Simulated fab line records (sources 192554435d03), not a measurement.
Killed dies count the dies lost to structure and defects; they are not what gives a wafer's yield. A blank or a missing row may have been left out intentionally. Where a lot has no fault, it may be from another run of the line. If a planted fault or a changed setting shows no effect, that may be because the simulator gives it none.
fab line records	flow n5Finfet
record lots=8	wafers=24	lastDay=19
route steps=1938 shown BEOL_M13@1673
lots with no fault: from the same line, run without faults
startH: hours from the record's opening day to when the first of the lot's shown wafers began	waitH: how many hours have passed since the lot's step before this one	" the same as in the row above	L1.1+2: several wafers, shown together as one row	- no value present, or no start provided	* or withheld: withheld	< > ~ a bound
route shown NAME@n: a module of which the file shows steps, and the number in the route of the first	usual: the fault-free wafers' mean and standard deviation	same: alike in all rows	chamber/n: place in a boat	sites: per-site readings	_std_site: the standard deviation of these	_edge_site: mean of outer sites minus mean of inner sites	radiusMm: for every site, how far away it sits from the centre of the wafer	mask NAME#n: copy n	behind: the last tool/chamber to shape the wafer	hold: cause of the lot's hold/its duration in hours/its outcome	device: the transistor (n, p or np) that didn't switch	end of line: tests of these same wafers at the route's end	a step without rows: its recipe alone	killed: dies lost to structure and defects at the first sort, not the wafer's yield	map: the dies of a wafer, with x for killed, . for not killed, _ for no die there
set.NAME: setting as actually run; set.NAME@STEP: the setting as run at that earlier step	model.NAME: the simulator's own value behind a step, which no gauge read
a sample of lots followed through the steps of the route, with each step as a table and each wafer as a row
services: the hour from which a tool's chamber was out of use, counted from the record's first day as startH (under 0 if before that day), plus the number of hours and why
## steps
# step N5_BEOL_M13_ETCH_59
# recipe chemistry=N2/H2	target=BARC	targetDepthA=890	overetchA=267	timeS=67.9	ionEnergyEv=200	pressureMtorr=30	sourceW=840	biasW=150	n2FlowSccm=200	h2FlowSccm=200
# usual biasW=150.0/0.4	chamberPressureMTorr=30.001/0.027	drypumpMotorCurrentA=5.6/0.5	oesProductAu=0.68/0.072	rfVppV=524.1/2.7	showerheadPlenumPTorr=2.55/0.097	throttleValvePct=17.85/0.22
lot.wafer	tool	chamber	startH	waitH	biasW	chamberPressureMTorr	drypumpMotorCurrentA	oesProductAu	rfHoursCounterH	rfVppV	showerheadPlenumPTorr	throttleValvePct
L320.1	rieDiel-06	0	262.86	0.0	149.9	30.017	5.2	0.77	32	523.0	2.48	17.65
L320.3	"	2	"	"	150.3	30.040	6.5	0.63	181	519.5	2.42	17.68
L320.5	"	0	"	"	150.1	29.982	5.2	0.76	-	524.0	2.48	17.62
L325.1	rieDiel-03	2	269.99	0.0	150.1	30.016	5.3	0.81	11	529.7	2.71	17.74
L325.3	"	1	"	"	150.1	29.972	6.1	0.60	246	525.6	2.61	18.16
L325.5	"	3	"	"	149.9	29.979	5.5	0.74	-	527.1	2.70	17.68
L324.1	rieDiel-03	2	285.37	0.0	149.9	29.975	5.3	0.78	18	527.8	2.71	17.76
L324.4	"	2	"	"	149.8	29.982	5.4	0.79	-	527.8	2.71	17.75
L324.6	"	0	"	"	149.8	30.013	4.7	0.68	-	521.4	2.47	17.64
L326.1	rieDiel-02	2	295.04	0.0	150.9	29.994	6.0	0.61	200	526.5	2.62	17.95
L326.3	"	3	"	"	149.8	30.007	5.8	0.65	128	521.0	2.45	18.25
L326.5	"	1	"	"	150.0	29.970	6.3	0.74	-	525.0	2.58	17.70
L330.2	rieDiel-03	3	356.65	0.0	151.3	29.999	5.5	0.73	69	528.0	2.69	17.76
L330.4	"	0	"	"	150.4	29.992	4.8	0.67	96	522.1	2.46	17.69
L330.5	"	0	"	"	149.4	29.958	4.8	0.66	-	522.3	2.46	17.68
L332.2	rieDiel-03	0	356.98	0.0	150.5	29.999	4.8	0.67	97	521.3	2.46	17.68
L332.3	"	3	"	"	149.7	29.953	5.5	0.71	69	529.0	2.69	17.73
L332.4	"	1	"	"	149.5	29.970	6.0	0.81	14	525.3	2.60	17.76
L335.2	rieDiel-03	0	366.82	0.0	150.3	29.938	4.8	0.67	98	522.1	2.46	17.69
L335.3	"	2	"	"	150.1	30.015	5.3	0.76	38	526.9	2.70	17.80
L335.5	"	3	"	"	150.3	29.992	5.5	0.71	-	529.1	2.69	17.75
L343.1	rieDiel-03	1	418.96	0.0	150.1	30.027	6.0	0.78	29	523.9	2.59	17.79
L343.2	"	2	"	"	150.1	29.993	5.3	0.73	57	527.9	2.69	17.83
L343.5	"	0	"	"	149.8	29.988	4.8	0.65	-	520.7	2.45	17.71
# step N5_BEOL_M13_VIA_ETCH_16
# recipe chemistry=C4F8/O2/Ar	target=SiOC	pressureMtorr=30	sourceW=3000	biasW=700	Ar_flow_sccm=400	C4F8_flow_sccm=15	O2_flow_sccm=8	heInnerTorr=15	heOuterTorr=30	targetDepthA=9217	timeS=withheld	ionEnergyEv=250	ends=cleared
# usual biasW=700.1/2	chamberPressureMTorr=30.00/0.031	drypumpMotorCurrentA=5.6/0.5	oesProductAu=0.72/0.08	rfVppV=666/3.5	showerheadPlenumPTorr=3.43/0.11	throttleValvePct=24.20/0.2
lot.wafer	tool	chamber	startH	waitH	biasW	chamberPressureMTorr	drypumpMotorCurrentA	oesProductAu	rfVppV	showerheadPlenumPTorr	throttleValvePct
L320.1	rieDiel-06	0	262.91	0.0	700.1	29.98	5.2	0.81	663	3.36	24.11
L320.3	"	2	"	"	701.2	29.85	6.4	0.66	661	3.28	24.02
L320.5	"	0	"	"	700.5	30.03	5.2	0.81	664	3.36	24.10
L325.1	rieDiel-03	2	270.04	0.0	701.9	30.04	5.3	0.86	672	3.62	24.09
L325.3	"	1	"	"	699.8	29.98	6.0	0.63	669	3.50	24.34
L325.5	"	3	"	"	701.7	30.00	5.5	0.79	670	3.60	24.00
L324.1	rieDiel-03	2	285.42	0.0	699.3	30.04	5.3	0.84	671	3.61	24.10
L324.4	"	2	"	"	700.9	30.00	5.3	0.85	673	3.61	24.10
L324.6	"	0	"	"	700.5	30.01	4.8	0.72	662	3.34	24.08
L326.1	rieDiel-02	2	295.09	0.0	700.3	30.01	6.0	0.65	668	3.53	24.32
L326.3	"	3	"	"	697.1	29.97	5.8	0.67	662	3.30	24.59
L326.5	"	1	"	"	703.5	29.94	6.3	0.79	667	3.49	24.09
L330.2	rieDiel-03	3	356.70	0.0	698.1	30.00	5.5	0.76	670	3.58	24.00
L330.4	"	0	"	"	703.8	29.99	4.8	0.71	664	3.33	24.10
L330.5	"	0	"	"	699.2	29.99	4.8	0.71	664	3.33	24.09
L332.2	rieDiel-03	0	357.03	0.0	698.6	30.01	4.7	0.70	662	3.33	24.10
L332.3	"	3	"	"	702.6	29.98	5.5	0.76	671	3.58	24.01
L332.4	"	1	"	"	697.8	29.97	6.0	0.86	668	3.49	24.04
L335.2	rieDiel-03	0	366.87	0.0	697.0	30.00	4.8	0.70	665	3.33	24.11
L335.3	"	2	"	"	698.0	30.01	5.3	0.81	671	3.60	24.12
L335.5	"	3	"	"	700.1	29.99	5.5	0.76	671	3.58	24.01
L343.1	rieDiel-03	1	419.01	0.0	697.7	29.98	6.0	0.83	668	3.48	24.05
L343.2	"	2	"	"	698.0	30.04	5.3	0.78	671	3.59	24.15
L343.5	"	0	"	"	700.5	29.98	4.7	0.69	662	3.32	24.13
# step N5_BEOL_M13_STRIP_63
# recipe chemistry=N2/H2	powerW=1000	tempC=250	h2Frac=0.65	overashFraction=0.3	pressureMtorr=1000	n2FlowSccm=1750	h2FlowSccm=3250
# usual chamberPressureMTorr=999.9/0.93	drypumpMotorCurrentA=5.77/0.11	heaterPowerW=338/24	oesProductAu=0.676/0.005	stripTimeToEndpointS=28.2/0.97
# same overashFraction=0.3
lot.wafer	tool	chamber	startH	waitH	chamberPressureMTorr	drypumpMotorCurrentA	heaterPowerW	oesProductAu	rfHoursCounterH	stripTimeToEndpointS
L320.1	plasmaAsher-01	0	263.15	-	1001.0	5.68	362	0.676	76	29.0
L320.3	"	0	"	"	1000.8	5.67	361	0.678	-	29.0
L320.5	"	0	"	"	1000.4	5.68	367	0.675	-	27.7
L325.1	plasmaAsher-02	0	270.28	-	999.9	5.95	352	0.679	123	28.9
L325.3	"	0	"	"	1000.5	5.92	366	0.673	-	29.0
L325.5	"	0	"	"	999.5	5.95	355	0.678	-	28.8
L324.1	plasmaAsher-02	1	285.66	-	999.0	5.73	306	0.677	126	30.0
L324.4	"	1	"	"	999.5	5.73	296	0.669	-	28.2
L324.6	"	0	"	"	1000.7	5.95	343	0.671	-	28.9
L326.1	plasmaAsher-02	0	295.33	-	998.5	5.95	352	0.676	128	27.9
L326.3	"	0	"	"	997.4	5.93	349	0.671	-	28.0
L326.5	"	1	"	"	999.0	5.72	300	0.678	-	27.7
L330.2	plasmaAsher-02	0	356.94	-	1001.4	5.95	354	0.676	139	31.0
L330.4	"	1	"	"	999.8	5.72	305	0.685	-	29.5
L330.5	"	1	"	"	1000.1	5.72	296	0.678	-	29.8
L332.2	plasmaAsher-02	1	357.27	-	1000.2	5.73	310	0.684	139	28.9
L332.3	"	0	"	"	998.9	5.94	344	0.680	-	28.3
L332.4	"	1	"	"	1000.8	5.71	297	0.662	-	27.3
L335.2	plasmaAsher-02	0	367.11	-	1000.8	5.93	353	0.675	141	28.7
L335.3	"	1	"	"	999.6	5.73	300	0.680	-	27.7
L335.5	"	1	"	"	1001.2	5.71	298	0.668	-	26.8
L343.1	plasmaAsher-02	1	419.25	-	999.6	5.71	308	0.681	150	27.8
L343.2	"	0	"	"	1000.1	5.93	354	0.664	150	21.0
L343.5	"	0	"	"	1000.5	5.95	346	0.682	-	29.6
# step N5_BEOL_M13_STRIP_64
# recipe chemistry=N2/H2	powerW=1000	tempC=250	h2Frac=0.65	overashFraction=0.3	pressureMtorr=withheld	n2FlowSccm=1750	h2FlowSccm=3250
# usual drypumpMotorCurrentA=5.78/0.12	heaterPowerW=338/24	oesProductAu=0.715/0.0047	stripTimeToEndpointS=31.34/0.076
# same overashFraction=0.3
lot.wafer	tool	chamber	startH	waitH	drypumpMotorCurrentA	heaterPowerW	oesProductAu	rfHoursCounterH	stripTimeToEndpointS
L320.1	plasmaAsher-01	0	263.21	0.0	5.63	378	0.709	76	31.43
L320.3	"	0	"	"	5.66	365	0.722	-	31.40
L320.5	"	0	"	"	5.64	368	0.716	-	31.28
L325.1	plasmaAsher-02	0	270.34	0.0	5.94	347	0.719	123	31.36
L325.3	"	0	"	"	5.95	347	0.710	-	31.35
L325.5	"	0	"	"	5.95	349	0.716	-	31.30
L324.1	plasmaAsher-02	1	285.72	0.0	5.73	301	0.718	126	31.25
L324.4	"	1	"	"	5.74	306	0.707	-	31.28
L324.6	"	0	"	"	5.94	350	0.721	-	31.28
L326.1	plasmaAsher-02	0	295.39	0.0	5.92	350	0.714	128	31.28
L326.3	"	0	"	"	5.92	349	0.720	-	31.23
L326.5	"	1	"	"	5.72	304	0.711	-	31.31
L330.2	plasmaAsher-02	0	357.00	0.0	5.98	354	0.706	139	31.45
L330.4	"	1	"	"	5.72	296	0.718	-	31.41
L330.5	"	1	"	"	5.73	304	0.716	-	31.43
L332.2	plasmaAsher-02	1	357.33	0.0	5.73	303	0.715	139	31.25
L332.3	"	0	"	"	5.97	346	0.713	-	31.20
L332.4	"	1	"	"	5.71	301	0.718	-	31.27
L335.2	plasmaAsher-02	0	367.17	0.0	5.96	345	0.713	141	31.31
L335.3	"	1	"	"	5.74	304	0.718	-	31.38
L335.5	"	1	"	"	5.73	305	0.711	-	31.37
L343.1	plasmaAsher-02	1	419.31	0.0	5.73	305	0.710	150	31.29
L343.2	"	0	"	"	5.98	357	0.719	150	31.39
L343.5	"	0	"	"	5.96	352	0.716	-	31.30
# step N5_BEOL_M13_CD_MEAS_17
# recipe targetCdNm=190	polarity=opening
# usual cdNm=190.6/1.3
lot.wafer	tool	chamber	startH	waitH	cdNm
L320.1	cdSem-03	-	263.35	0.0	190.4
L320.3	"	-	"	"	190.3
L320.5	"	-	"	"	191.4
L325.1	cdSem-02	-	270.48	0.0	190.3
L325.3	"	-	"	"	192.3
L325.5	"	-	"	"	190.2
L324.1	cdSem-01	-	285.87	0.0	189.7
L324.4	"	-	"	"	190.2
L324.6	"	-	"	"	189.5
L326.1	cdSem-02	-	295.54	0.0	187.7
L326.3	"	-	"	"	188.7
L326.5	"	-	"	"	189.3
L330.2	cdSem-01	-	357.15	0.0	188.3
L330.4	"	-	"	"	189.3
L330.5	"	-	"	"	189.9
L332.2	cdSem-03	-	357.48	0.0	191.4
L332.3	"	-	"	"	191.5
L332.4	"	-	"	"	190.7
L335.2	cdSem-01	-	367.32	0.0	188.5
L335.3	"	-	"	"	190.2
L335.5	"	-	"	"	190.0
L343.1	cdSem-03	-	419.46	0.0	191.6
L343.2	"	-	"	"	195.4
L343.5	"	-	"	"	191.9
# step N5_BEOL_M13_CD_MEAS_28
# recipe targetCdNm=209.5	landingEnergyEv=500	detector=seInlens
# usual cdNm=209.5/0.97
lot.wafer	tool	chamber	startH	waitH	cdNm
L320.1	cdSem-03	0	263.80	-	209.2
L320.3	"	0	"	"	209.6
L320.5	"	0	"	"	208.7
L325.1	cdSem-02	0	270.81	-	208.7
L325.3	"	0	"	"	208.7
L325.5	"	0	"	"	210.0
L324.1	cdSem-01	0	286.32	-	207.2
L324.4	"	0	"	"	208.0
L324.6	"	0	"	"	207.2
L326.1	cdSem-03	0	295.86	-	209.8
L326.3	"	0	"	"	209.5
L326.5	"	0	"	"	210.0
L330.2	cdSem-02	0	357.60	-	208.9
L330.4	"	0	"	"	208.0
L330.5	"	0	"	"	207.6
L332.2	cdSem-03	0	357.93	-	210.4
L332.3	"	0	"	"	209.3
L332.4	"	0	"	"	210.9
L335.2	cdSem-02	0	367.77	-	209.2
L335.3	"	0	"	"	208.8
L335.5	"	0	"	"	208.7
L343.1	cdSem-03	0	419.78	-	209.1
L343.2	"	0	"	"	209.3
L343.5	"	0	"	"	208.3
## services
tool	chamber	startH	hours	kind
rieDiel-06	3	252.54	2.8	repair
rieDiel-03	1	260.48	6.6	repair
plasmaAsher-02	-	274.21	1.6	repair
rieDiel-03	1	280.85	-	clean
rieDiel-03	1	280.85	-	consumableReplace:focusRing
rieDiel-03	1	280.85	20.3	scheduledDown
rieDiel-03	1	280.85	20.3	ventCycle
plasmaAsher-02	-	281.37	1.8	repair
plasmaAsher-02	-	313.19	5.1	repair
rieDiel-03	3	318.68	3.2	repair
rieDiel-06	3	326.10	3.0	repair
rieDiel-06	1	356.46	-	clean
rieDiel-06	1	356.46	-	consumableReplace:focusRing
rieDiel-06	1	356.46	29.5	scheduledDown
rieDiel-06	1	356.46	29.5	ventCycle
rieDiel-03	2	381.01	1.2	repair
rieDiel-02	-	383.04	0.7	repair
rieDiel-06	-	385.21	14.6	pm
rieDiel-03	1	388.62	8.8	repair
rieDiel-06	3	399.81	-	clean
rieDiel-06	3	399.81	-	consumableReplace:focusRing
rieDiel-06	3	399.81	20.3	scheduledDown
rieDiel-06	3	399.81	20.3	ventCycle
## key
firstSign step=N5_BEOL_M13_STRIP_63	reading=stripTimeToEndpointS	direction=down	sigmas=7.3	usual=*	struck=*
effect step=N5_BEOL_M13_CD_MEAS_17	reading=cdNm	direction=up	sigmas=3.7	usual=190.6	struck=195.4
metAt N5_BEOL_M13_ETCH_59
struckLots L343
struckWafers L343.2
notActingAt N5_BEOL_M13_VIA_ETCH_16,N5_BEOL_M13_STRIP_64,N5_BEOL_M13_CD_MEAS_28
onsetBetween 366.82 418.96
fault kind=processParameterDrift	tool=rieDiel-03	chamber=-	onsetH=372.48	steps=N5_BEOL_M13_ETCH_59	channel=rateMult	offset=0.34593	shape=step	endH=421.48	scope=struckWafersOnly
